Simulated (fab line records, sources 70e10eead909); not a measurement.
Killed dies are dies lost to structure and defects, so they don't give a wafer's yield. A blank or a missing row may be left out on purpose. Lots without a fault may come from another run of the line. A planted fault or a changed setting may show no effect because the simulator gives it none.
fab line records | flow nand_harc
record lots=6 wafers=18 last_day=24
route steps=1159 shown A_M1@1038 A_BONDPAD@1059 END@1159
lots that met no fault: from a run of the same line without faults
start_h: hours from the record's first day to the start of the lot's first wafer shown | wait_h: hours since the lot's step before | " the same as in the row above | L1.1+2: a row that stands for several wafers | - no value, or no start given | * or withheld: withheld | < > ~ a bound
route shown NAME@n: a module of which the file shows steps, and the number in the route of the first | usual: mean/standard deviation of fault-free wafers | same: alike in all rows | chamber/n: place in a boat | sites: the reading at each site | _std_site: their standard deviation | _edge_site: outer sites' mean less inner sites' | radius_mm: how far each site lies from the wafer's centre | mask NAME#n: copy n | behind: the tool/chamber that last shaped the wafer | hold: why the lot was held/for how many hours/how that ended | device: the transistor (n, p or np) that didn't switch | end of line: the same wafers' tests at the end of the route | a step without rows: its recipe alone | killed: dies lost to structure and defects at the first sort, not the wafer's yield | map: a wafer's dies, x killed, . not, _ none there
set.NAME: the setting as run; set.NAME@STEP: as run at that earlier step | model.NAME: the simulator's own value behind a step, which no gauge read
lots at some steps of the route; a table a step, a row a wafer
services: from which hour (start_h, from the record's first day; less than 0 if before it) a tool's chamber was out of use, for how many hours, and why
## steps
# step NHARC_A_M1_INSPECT_11
# usual raw_defect_count=30/13
# columns lot.wafer tool chamber start_h wait_h raw_defect_count
L692.1 defect_inspect-01 - 458.87 0.0 34
L692.4 " - " " 29
L692.5 " - " " 22
L691.2 defect_inspect-02 - 467.23 0.0 44
L691.4 " - " " 44
L691.6 " - " " 47
L697.3 defect_inspect-01 - 477.02 0.0 32
L697.4 " - " " 33
L697.6 " - " " 29
L702.1 defect_inspect-01 - 500.85 0.0 39
L702.2 " - " " 37
L702.3 " - " " 38
L703.1 defect_inspect-02 - 518.49 0.0 17
L703.2 " - " " 18
L703.5 " - " " 16
L707.3 defect_inspect-02 - 532.20 0.0 48
L707.4 " - " " 37
L707.5 " - " " 48
# step NHARC_A_M1_DESCUM_14
# recipe time_s=3 o2_flow_sccm=200 ar_flow_sccm=0 bias_power_w=0 chemistry=O2
# step NHARC_A_M1_ETCH_35
# recipe target_depth_a=400 overetch_a=120 time_s=43.94 ion_energy_ev=200 n2_flow_sccm=150 h2_flow_sccm=150 ar_flow_sccm=0 rf_w=400 bias_w=150 chemistry=N2/H2
# usual drypump_motor_current_A=5.8/0.38 h2_flow_sccm=150.0/0.46 oes_product_au=0.998/0.012 rf_vpp_V=431.7/1.9 showerhead_plenum_p_Torr=2.08/0.06 throttle_valve_pct=14.170/0.0096
# columns lot.wafer tool chamber start_h wait_h drypump_motor_current_A h2_flow_sccm oes_product_au rf_hours_counter_h rf_vpp_V showerhead_plenum_p_Torr throttle_valve_pct
L692.1 rie_diel-06 3 459.02 0.1 6.0 149.6 0.991 1 434.3 2.18 14.178
L692.4 " 1 " " 6.3 149.8 0.994 1 429.2 2.01 14.176
L692.5 " 3 " " 6.1 150.0 0.992 - 435.7 2.18 14.154
L691.4 rie_diel-08 0 467.38 0.1 5.1 149.7 0.969 10 432.3 2.08 14.161
L691.2 " 1 " " 5.7 150.1 1.007 9 430.2 2.01 14.186
L691.6 " 0 " " 5.1 149.6 0.975 - 433.1 2.08 14.173
L697.4 rie_diel-06 2 477.18 0.1 5.4 149.3 0.982 1 432.8 2.10 14.161
L697.3 " 3 " " 6.1 150.2 0.987 1 434.0 2.18 14.162
L697.6 " 0 " " 5.8 150.0 0.997 - 433.1 2.11 14.197
L702.2 rie_diel-06 3 501.00 0.1 6.0 150.7 1.000 2 434.1 2.18 14.173
L702.1 " 0 " " 5.8 150.9 1.006 1 431.1 2.11 14.140
L702.3 " 2 " " 5.3 149.7 0.997 2 431.2 2.10 14.162
L703.2 rie_diel-06 1 518.65 0.1 6.2 149.8 0.993 2 430.3 2.01 14.156
L703.1 " 0 " " 5.8 150.2 0.996 2 431.7 2.11 14.177
L703.5 " 3 " " 6.0 150.5 1.014 - 434.2 2.18 14.172
L707.3 rie_diel-06 3 532.35 0.1 6.0 149.1 1.001 3 435.4 2.18 14.174
L707.4 " 0 " " 5.8 150.6 1.011 2 431.9 2.11 14.182
L707.5 " 3 " " 6.1 149.6 1.000 - 433.9 2.18 14.180
# step NHARC_A_M1_ETCH_15
# recipe target_depth_a=1825 time_s=91.2 c4f8_flow_sccm=withheld ar_flow_sccm=400 rf_w=600 bias_w=300 chemistry=C4F8/Ar
# step NHARC_A_M1_CD_MEAS_16
# usual cd_nm=119.9/1
# columns lot.wafer tool chamber start_h wait_h cd_nm
L692.1 cd_sem-02 - 459.23 - 119.6
L692.4 " - " " 118.8
L692.5 " - " " 120.2
L691.2 cd_sem-01 - 467.59 - 119.8
L691.4 " - " " 119.9
L691.6 " - " " 120.1
L697.3 cd_sem-03 - 477.39 - 120.1
L697.4 " - " " 118.8
L697.6 " - " " 119.7
L702.1 cd_sem-02 - 501.22 - 119.9
L702.2 " - " " 120.6
L702.3 " - " " 120.3
L703.1 cd_sem-01 - 518.89 - 120.3
L703.2 " - " " 120.2
L703.5 " - " " 119.6
L707.3 cd_sem-01 - 532.57 - 119.4
L707.4 " - " " 119.8
L707.5 " - " " 118.2
# step NHARC_A_M1_STRIP_18
# recipe power_w=1000 n2_flow_sccm=150 h2_flow_sccm=150 ar_flow_sccm=0 bias_w=0 chemistry=N2/H2
# step NHARC_A_M1_ETCH_28
# recipe target_depth_a=300 over_etch_frac=0.3 time_s=72.99 ion_energy_ev=150 cf4_flow_sccm=50 n2_flow_sccm=100 ar_flow_sccm=150 rf_w=300 bias_w=100 chemistry=CF4/N2
# step NHARC_A_M1_STRIP_19
# recipe time_s=600 temp_c=30 chemistry=post_etch_residue_remover
# step NHARC_A_M1_DEGAS_29
# recipe temp_c=250 time_s=60
# usual heater_power_w=339/24
# columns lot.wafer tool chamber start_h wait_h heater_power_w
L692.1 pvd_sputter-02 - 459.96 - 344
L692.4 " - " " 305
L692.5 " - " " 332
L691.2 pvd_sputter-03 - 468.31 - 362
L691.4 " - " " 379
L691.6 " - " " 366
L697.3 pvd_sputter-03 - 478.11 - 378
L697.4 " - " " 368
L697.6 " - " " 375
L702.2 pvd_sputter-02 - 501.93 - 337
L702.1 " - " " 316
L702.3 " - " " 318
L703.2 pvd_sputter-03 - 519.70 - 380
L703.1 " - " " 366
L703.5 " - " " 386
L707.4 pvd_sputter-03 - 533.33 - 361
L707.3 " - " " 367
L707.5 " - " " 363
# step NHARC_A_M1_PRE_CLEAN_30
# recipe time_s=30 temp_c=280 gas=H2/He
# step NHARC_A_M1_PVD_20
# recipe target_thk_a=50 bias_v=168.6 power_w=15000 chamber_pressure_pa=0.12 time_s=8.06 substrate_temp_c=50 material=TaN
# step NHARC_A_M1_PVD_21
# recipe target_thk_a=300 chamber_pressure_pa=5 power_w=5000 substrate_temp_c=30 time_s=20.49 material=Cu
# step NHARC_A_M1_ECD_22
# recipe target_thk_a=4000 bath_temp_c=25 material=Cu
# columns lot.wafer tool chamber start_h wait_h
L692.1+4+5 ecd_cu-02 1,0,1 460.31 -
L691.2+4+6 ecd_cu-02 1,0,0 468.67 -
L697.3+4+6 ecd_cu-02 0,1,1 478.56 -
L702.2+1+3 ecd_cu-01 0,1,1 502.38 -
L703.1+2+5 ecd_cu-01 0,1,1 520.06 -
L707.4+3+5 ecd_cu-01 0,1,0 533.95 -
# step NHARC_A_M1_ANNEAL_31
# recipe temp_c=225 time_s=90
# step NHARC_A_M1_CMP_23
# recipe t_overpolish_s=20 target_thk_nm=154.34
# step NHARC_A_M1_THK_MEAS_24
# recipe thk_meas_gauge=xrf
# usual thk_nm=154.7/1.5
# columns lot.wafer tool chamber start_h wait_h thk_nm
L692.1 film_metro-01 - 461.35 - 153.4
L692.4 " - " " 156.3
L692.5 " - " " 153.0
L691.2 film_metro-02 - 469.70 - 153.2
L691.4 " - " " 151.5
L691.6 " - " " 153.4
L697.3 film_metro-02 - 479.50 - 156.3
L697.4 " - " " 154.3
L697.6 " - " " 155.1
L702.1 film_metro-02 - 503.42 - 153.2
L702.2 " - " " 152.9
L702.3 " - " " 155.5
L703.1 film_metro-02 - 521.10 - 153.3
L703.2 " - " " 155.8
L703.5 " - " " 155.1
L707.3 film_metro-01 - 534.90 - 154.4
L707.4 " - " " 156.8
L707.5 " - " " 154.4
# step NHARC_A_M1_SRD_25
# step NHARC_A_M1_PRE_CLEAN_32
# recipe time_s=12 temp_c=370 rf_power_w=300 gas=NH3
# step NHARC_A_M1_DEP_33
# recipe target_thk_a=300 temp_c=370 target_thk_nm=30 pressure_torr=3 flow_sccm=200 rf_w=450 material=SiCN
# usual heater_power_outer_w=337/49 heater_power_w=584/69
# columns lot.wafer tool chamber start_h wait_h heater_power_outer_w heater_power_w
L692.1 pecvd-01 2 461.65 0.1 316 524
L692.4 " 2 " " 319 540
L692.5 " 0 " " 334 499
L691.2 pecvd-04 1 470.05 0.1 303 586
L691.4 " 1 " " 304 588
L691.6 " 2 " " 324 574
L697.3 pecvd-04 0 479.80 0.1 490 832
L697.4 " 0 " " 487 784
L697.6 " 1 " " 349 656
L702.1 pecvd-03 1 503.73 0.1 385 624
L702.3 " 2 " " 294 522
L702.2 " 0 " " 342 593
L703.2 pecvd-03 0 521.40 0.1 335 580
L703.1 " 2 " " 382 673
L703.5 " 2 " " 376 655
L707.3 pecvd-03 0 535.24 0.1 351 580
L707.4 " 2 " " 331 587
L707.5 " 1 " " 384 622
# step NHARC_A_BONDPAD_DEP_00
# recipe target_thk_a=2500 temp_c=370 target_thk_nm=250 pressure_torr=3 flow_sccm=200 rf_w=450 material=SiCN
# usual heater_power_outer_w=330/45 heater_power_w=586/92
# columns lot.wafer tool chamber start_h wait_h heater_power_outer_w heater_power_w
L692.1 pecvd-02 1 462.27 - 420 823
L692.4 " 0 " " 303 501
L692.5 " 1 " " 435 821
L691.2 pecvd-01 1 470.61 - 252 505
L691.4 " 1 " " 265 503
L691.6 " 2 " " 318 548
L697.3 pecvd-02 0 480.39 - 252 443
L697.4 " 2 " " 294 577
L697.6 " 0 " " 260 451
L702.1 pecvd-03 2 - - 368 664
L702.2 " 0 " " 314 538
L702.3 " 1 " " 370 609
L703.2 pecvd-03 0 - - 337 592
L703.1 " 2 " " 303 564
L703.5 " 2 " " 314 569
L707.3 pecvd-02 2 535.75 - 312 592
L707.4 " 2 " " 312 594
L707.5 " 1 " " 405 762
# step NHARC_A_BONDPAD_CMP_29
# recipe target_thk_nm=200 material=SiCN
# step NHARC_A_BONDPAD_THK_MEAS_30
# recipe thk_meas_gauge=ellipsometry
# usual thk_nm=200.0/1.8
# columns lot.wafer tool chamber start_h wait_h thk_nm
L692.1 film_metro-02 - 462.88 0.2 199.8
L692.4 " - " " 201.8
L692.5 " - " " 203.8
L691.2 film_metro-01 - 471.22 0.2 199.8
L691.4 " - " " 203.9
L691.6 " - " " 203.8
L697.3 film_metro-02 - 481.01 0.2 196.8
L697.4 " - " " 198.4
L697.6 " - " " 196.7
L702.1 film_metro-01 - 504.95 0.2 200.7
L702.2 " - " " 197.2
L702.3 " - " " 197.9
L703.1 film_metro-01 - 522.63 0.2 198.4
L703.2 " - " " 198.6
L703.5 " - " " 197.4
L707.3 film_metro-01 - 536.40 0.2 200.4
L707.4 " - " " 200.4
L707.5 " - " " 198.8
# step NHARC_A_BONDPAD_SRD_31
# step NHARC_A_BONDPAD_DEHYDRATE_01
# recipe temp_c=150 time_s=120
# step NHARC_A_BONDPAD_HMDS_02
# recipe time_s=30
# step NHARC_A_BONDPAD_COAT_33
# recipe temp_c=200 time_s=65
# step NHARC_A_BONDPAD_COAT_03
# recipe spin_rpm=2000 resist_thk_nm=600
# step NHARC_A_BONDPAD_SOFTBAKE_04
# recipe temp_c=125 time_s=70
# step NHARC_A_BONDPAD_EBR_05
# step NHARC_A_BONDPAD_EXPOSE_06
# recipe na=0.55 dose_mj=36.99 mask_id=A_BPAD
# step NHARC_A_BONDPAD_PEB_07
# recipe peb_temp_c=128 peb_time_s=80
# step NHARC_A_BONDPAD_DEVELOP_08
# recipe time_s=50 dev_temp_c=22
# step NHARC_A_BONDPAD_CD_MEAS_09
# recipe target_cd_nm=500 landing_energy_ev=500
# usual cd_nm=500.3/2.6
# columns lot.wafer tool chamber start_h wait_h cd_nm
L692.1 cd_sem-02 0 463.32 - 499.1
L692.4 " 0 " " 497.6
L692.5 " 0 " " 497.4
L691.2 cd_sem-01 0 471.67 - 498.3
L691.4 " 0 " " 504.7
L691.6 " 0 " " 500.2
L697.3 cd_sem-01 0 481.58 - 499.1
L697.4 " 0 " " 500.0
L697.6 " 0 " " 497.9
L702.1 cd_sem-03 0 505.40 - 503.5
L702.2 " 0 " " 502.2
L702.3 " 0 " " 504.6
L703.1 cd_sem-02 0 523.19 - 499.5
L703.2 " 0 " " 494.5
L703.5 " 0 " " 495.6
L707.3 cd_sem-01 0 536.85 - 499.7
L707.4 " 0 " " 497.5
L707.5 " 0 " " 502.3
# step NHARC_A_BONDPAD_OVL_MEAS_35
# usual overlay_x_nm=0/5.8 overlay_y_nm=0/6.2
# columns lot.wafer tool chamber start_h wait_h overlay_x_nm overlay_y_nm
L692.1 overlay-02 - 463.41 - 4 5
L692.4 " - " " 4 4
L692.5 " - " " 4 4
L691.2 overlay-01 - 471.76 - -3 8
L691.4 " - " " -4 9
L691.6 " - " " -3 9
L697.3 overlay-01 - 481.68 - 1 -5
L697.4 " - " " 0 -5
L697.6 " - " " 0 -6
L702.1 overlay-02 - 505.49 - -2 6
L702.2 " - " " -2 6
L702.3 " - " " -1 5
L703.1 overlay-02 - 523.28 - -2 8
L703.2 " - " " -3 8
L703.5 " - " " -2 9
L707.3 overlay-01 - 536.93 - 3 4
L707.4 " - " " 3 5
L707.5 " - " " 3 5
# step NHARC_A_BONDPAD_HARDBAKE_10
# recipe temp_c=118 time_s=65
# step NHARC_A_BONDPAD_DESCUM_11
# recipe time_s=3 o2_flow_sccm=200 ar_flow_sccm=0 bias_power_w=0 chemistry=O2
# step NHARC_A_BONDPAD_ETCH_34
# recipe target_depth_a=600 overetch_a=180 time_s=65.91 ion_energy_ev=200 n2_flow_sccm=150 h2_flow_sccm=150 ar_flow_sccm=0 rf_w=400 bias_w=150 chemistry=N2/H2
# step NHARC_A_BONDPAD_ETCH_12
# recipe target_depth_a=2200 time_s=110 chf3_flow_sccm=50 o2_flow_sccm=10 ar_flow_sccm=200 rf_w=500 bias_w=200 chemistry=CHF3/O2
# usual drypump_motor_current_A=5.7/0.43 oes_product_au=0.956/0.028 rf_vpp_V=368.9/2 showerhead_plenum_p_Torr=2.33/0.08 throttle_valve_pct=20.572/0.0096
# columns lot.wafer tool chamber start_h wait_h drypump_motor_current_A oes_product_au rf_hours_counter_h rf_vpp_V showerhead_plenum_p_Torr throttle_valve_pct
L692.1 rie_diel-09 3 - - 5.8 1.003 1 367.8 2.34 20.576
L692.4 " 2 " " 5.4 0.996 1 367.8 2.26 20.577
L692.5 " 0 " " 5.3 0.965 - 367.2 2.31 20.586
L691.4 rie_diel-09 0 - - 5.3 0.979 1 370.1 2.31 20.572
L691.2 " 3 " " 5.8 0.999 1 369.4 2.34 20.579
L691.6 " 1 " " 6.4 0.984 - 366.9 2.24 20.555
L697.4 rie_diel-09 2 - - 5.5 0.976 2 368.3 2.26 20.575
L697.3 " 3 " " 5.7 0.988 2 369.0 2.34 20.579
L697.6 " 2 " " 5.5 0.972 - 368.1 2.26 20.566
L702.1 rie_diel-09 0 - - 5.3 0.967 2 366.9 2.31 20.567
L702.2 " 2 " " 5.5 0.971 3 368.2 2.26 20.568
L702.3 " 3 " " 5.7 0.994 3 368.1 2.34 20.559
L703.1 rie_diel-09 0 - - 5.3 0.923 3 369.9 2.31 20.558
L703.2 " 3 " " 5.7 0.933 3 369.3 2.34 20.562
L703.5 " 0 " " 5.3 0.917 - 368.1 2.31 20.572
L707.4 rie_diel-04 1 - - 5.1 0.925 11 370.0 2.38 20.570
L707.3 " 2 " " 5.8 0.944 12 372.2 2.45 20.580
L707.5 " 3 " " 5.4 0.929 - 372.5 2.50 20.584
# step NHARC_A_BONDPAD_CD_MEAS_13
# usual cd_nm=500.0/2.8
# columns lot.wafer tool chamber start_h wait_h cd_nm
L692.1 cd_sem-03 - 463.85 - 498.5
L692.4 " - " " 498.6
L692.5 " - " " 498.6
L691.2 cd_sem-01 - 472.23 - 497.5
L691.4 " - " " 506.4
L691.6 " - " " 498.6
L697.3 cd_sem-03 - 482.12 - 498.0
L697.4 " - " " 500.3
L697.6 " - " " 498.0
L702.1 cd_sem-03 - 505.93 - 504.0
L702.2 " - " " 503.5
L702.3 " - " " 504.8
L703.1 cd_sem-02 - 523.72 - 498.6
L703.2 " - " " 494.0
L703.5 " - " " 496.0
L707.3 cd_sem-03 - 537.44 - 500.2
L707.4 " - " " 496.3
L707.5 " - " " 501.4
# step NHARC_A_BONDPAD_STRIP_15
# recipe o2_flow_sccm=500 ar_flow_sccm=0 bias_w=0 chemistry=O2
# step NHARC_END_SORT_01
# recipe temp_c=25
# usual defect_limited_yield=95.3/1.5 killed_at_array=28/10 killed_at_other=0.6/1.1 killed_at_periphery=3.6/2.6 killed_dies=32/10 killed_open=3.3/1.8 killed_short=1.9/1.4 sort_bin_2_pct=1.5/0.61 sort_bin_3_pct=0.27/0.2 sort_bin_4_pct=3.0/1 sort_n_pass=645/10 sort_rim_yield_pct=97.3/1.9 sort_yield_pct=95.3/1.5
# same gross_dies=677 sort_bin_5_pct[%]=0 sort_bin_6_pct[%]=0 sort_bin_7_pct[%]=0 sort_bin_8_pct[%]=0 sort_rim_n_gross=106.00
# columns lot.wafer tool chamber start_h wait_h defect_limited_yield[%] killed_at_array killed_at_other killed_at_periphery killed_dies killed_open killed_short sort_bin_2_pct[%] sort_bin_3_pct[%] sort_bin_4_pct[%] sort_n_pass sort_rim_yield_pct[%] sort_yield_pct[%]
L691.2 prober-02 0 506.06 2.8 13.9 583 0 0 583 0 1 40.6 9.90 35.6 94 13.2 13.9
L691.4 prober-02 0 507.64 3.4 13.4 584 0 2 586 6 0 41.9 10.78 33.8 91 14.2 13.4
L691.6 prober-02 0 509.22 4.0 14.6 578 0 0 578 1 1 37.8 11.08 36.5 99 14.2 14.6
L697.3 prober-02 0 515.35 3.1 15.2 570 2 2 574 0 0 37.2 7.83 39.7 103 16.0 15.2
L697.4 prober-02 0 516.16 3.4 12.9 588 0 2 590 1 1 39.4 10.19 37.5 87 12.3 12.9
L697.6 prober-02 0 517.77 4.0 15.7 569 0 2 571 0 1 37.1 10.04 37.2 106 17.0 15.7
# killed by level:class
L691.2 A_M1:unspecified=568 A_CHANNEL_HOLE_D1:chamber_film_flake=8 A_SLIT:chamber_film_flake=3 A_M0:geometric_particle:short=1 A_CHANNEL_FILL_D1:chamber_film_flake=1 A_WL_FILL:chamber_film_flake=1 A_CONTACT:chamber_film_flake=1
L691.4 A_M1:unspecified=571 A_SLIT:chamber_film_flake=4 A_CHANNEL_HOLE_D1:chamber_film_flake=2 P_M0:geometric_particle:open=1 A_ONON_D1:geometric_particle:open=1 A_WL_FILL:chamber_film_flake=1 A_CONTACT:geometric_particle:open=1 A_BLC:geometric_particle:open=1
L691.6 A_M1:unspecified=561 A_CHANNEL_HOLE_D1:chamber_film_flake=6 A_SLIT:chamber_film_flake=5 A_WL_FILL:chamber_film_flake=2 A_WL_FILL:geometric_particle:short=1 A_CONTACT:geometric_particle:open=1 A_STAIRCASE:chamber_film_flake=1 A_CONTACT:chamber_film_flake=1
L697.3 A_M1:unspecified=557 A_CHANNEL_HOLE_D1:chamber_film_flake=10 P_GATE:chamber_film_flake=2 A_STAIRCASE:chamber_film_flake=2 THIN_TSV:chamber_film_flake=2 A_SLIT:chamber_film_flake=1
L697.4 A_M1:unspecified=578 A_CHANNEL_HOLE_D1:chamber_film_flake=4 P_GATE:chamber_film_flake=2 A_CHANNEL_FILL_D1:chamber_film_flake=2 A_ONON_D1:geometric_particle:short=1 A_STAIRCASE:geometric_particle:open=1 A_ZERO_WELL:chamber_film_flake=1 A_CONTACT:chamber_film_flake=1
L697.6 A_M1:unspecified=555 A_CHANNEL_HOLE_D1:chamber_film_flake=12 P_CONTACT:geometric_particle:short=1 P_BONDPAD:chamber_film_flake=1 A_STAIRCASE:chamber_film_flake=1 A_CONTACT:chamber_film_flake=1
# map L691.4 (x killed, . not)
____________x____________
_________xxxxxx._________
_______xxx.x.xxxxx_______
______xxxxxxxxxx.xx______
_____xxxxxxxxxxxxxxx_____
____.xx.xxxxxx.xxxxxx____
____.xxxxxxx.xxxxxxxx____
___.xxxxxxxx.xxxxxxxxx___
___xx.xxxxxxxxxx..xxxx___
__xxxx.xxxxxxxxxxxxx.xx__
__xx.xxxx.xxxxxxxxxxxxx__
_xxxx.xxxxxxxxxxxxx.xxx._
_xx.xxxxxxxxxxx.xxx.xxxx_
_xxx.xxxxxxxxxxxxxxxxxxx_
_x.xx.xxxxx..xxxxxxx.x.x_
_xxxxxxxxxxxxx.xxxxxxx.x_
xx.xxxxxxxxxx.x.xxx.xxxxx
xxxxxxx.xxxxxxxxxxxxxxxx.
xxxxxxxxxx..xxxxxx.xxx.xx
xxx.x.xxx.x.xxxx..x.x.xxx
xxxxxxxx.xxxxxxx.xxxxx.xx
_xxxxxxx.xxx.xxxxxxxxxx._
_x.x.xxxxxxxxxxxxxxxxxxx_
_x.xxx.xx.xxxxxx.x.xxxx._
_xxxxxxxxx.x.x.xxxxxxxxx_
_x.xxxx.x.x.xxxxxxxx.xxx_
__xxxxxxx.xxxxxxxxxxxxx__
__xxx.x.xxxxxxxxxxxxxxx__
___xxxxxxxxxxx.xxxxxxx___
___xxxxxxx.x.xxxxxx.xx___
____xxxxxxxxxxxxxxxxx____
____x.xxxx..xxxxxxxxx____
_____xxxxxxxxxxxxxxx_____
______x.x.xxx..xxxx______
_______xxxxxxxxx.x_______
_________.x.xxxx_________
____________.____________
# map L697.4 (x killed, . not)
____________x____________
_________xx..xxx_________
_______x..xxxxxxx._______
______xxxxxxxxx.xxx______
_____xxxxxxx.xxxxxxx_____
____xxxxxxxxxxxxxx.xx____
____xxxxxxxxxxx.xxxxx____
___xxxxxxx.xxxxxxxxxxx___
___xxxxxxxxxxxxxx.xxxx___
__xxxxxxx.xxxx.x.x.x.xx__
__xx.xxxxxxxx.x.xxxxx.x__
_xxxx..xx.xxxxxxx.xxxxx._
_xxx.xxxxx.xxxx.xxxxxxxx_
_xxxxxxxxxxxxxxxxxxxxxxx_
_xx.xxxxxxxxxxxxxxxxxxxx_
_.xxxxxxxxxxxxxxxx.xxxxx_
xxx.xxxxx.xx.xxxxxxxxxxxx
xxxx.xxxxxxx.xx.xxxxxxxxx
xx.x.xxxxxxxx..xxxxxxxxxx
xxxxxxxx...xxxxxxxxxxxxxx
x.xx..xxxxxxxxxxxxxx.xxx.
_.xxxxxxxxxxxxxxxxxxxxxx_
_.xxxxxxxxx.xx.xxxxxxxxx_
_xxxxxxx.xxxxxxxxxxxxxxx_
_xx..x.xxxx.x.xxx.xxx..x_
_xx...xxx.xx.xxxxxxxxxx._
__x..xxxxxxxxxxx.xx.xxx__
__xxxxxxx.xxx.xxxxxxxx.__
___xxxxxxx.xxxxxxxxxxx___
___xxxxxxxxx.xxxxxxx.x___
____xx.xxxx.xxxxxx.xx____
____xxxxxx.xxxxxxxxxx____
_____xxxxxxxx.xxxxxx_____
______xxxxx..xxxx.x______
_______xxxxxxx.xxx_______
_________xxxxxxx_________
____________x____________
## services
# columns tool chamber start_h hours kind
rie_diel-09 0 440.10 - clean
rie_diel-09 1 440.10 - clean
rie_diel-09 2 440.10 - clean
rie_diel-09 3 440.10 - clean
ecd_cu-01 - 448.13 8.0 pm
rie_diel-04 0 449.74 7.2 repair
rie_diel-09 2 450.12 10.6 repair
rie_diel-08 0 451.13 4.8 repair
rie_diel-06 0 451.70 - clean
rie_diel-06 1 451.70 - clean
rie_diel-06 2 451.70 - clean
rie_diel-06 3 451.70 - clean
pvd_sputter-03 - 458.02 10.0 pm
rie_diel-09 0 464.62 - clean
rie_diel-09 1 464.62 - clean
rie_diel-09 2 464.62 - clean
rie_diel-04 - 466.09 9.0 pm
pecvd-03 - 473.12 13.0 pm
rie_diel-06 0 478.18 7.4 repair
rie_diel-08 - 478.80 9.0 pm
rie_diel-06 2 503.02 16.0 repair
pecvd-02 - 515.67 13.0 pm
pecvd-04 - 529.94 0.9 repair
ecd_cu-02 - 532.11 8.0 pm
## key
first_sign step=NHARC_END_SORT_01 reading=killed_at_array direction=up sigmas=54 usual=28 struck=579
effect step=NHARC_END_SORT_01 reading=killed_dies direction=up sigmas=53 usual=32 struck=580
more_kills_born_at NHARC_A_M1_ECD_22@ecd_cu-02=3390
met_at NHARC_A_M1_ECD_22
struck_wafers L691.2,L691.4,L691.6,L697.3,L697.4,L697.6
onset_between 460.31 468.67
also_fits NHARC_A_M1_DEP_33:pecvd-04
fault kind=chamber_particle_source tool=ecd_cu-02 chamber=- onset_h=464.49 steps=NHARC_A_M1_ECD_22 rate_per_visit_cm2=2.1584 end_h=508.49
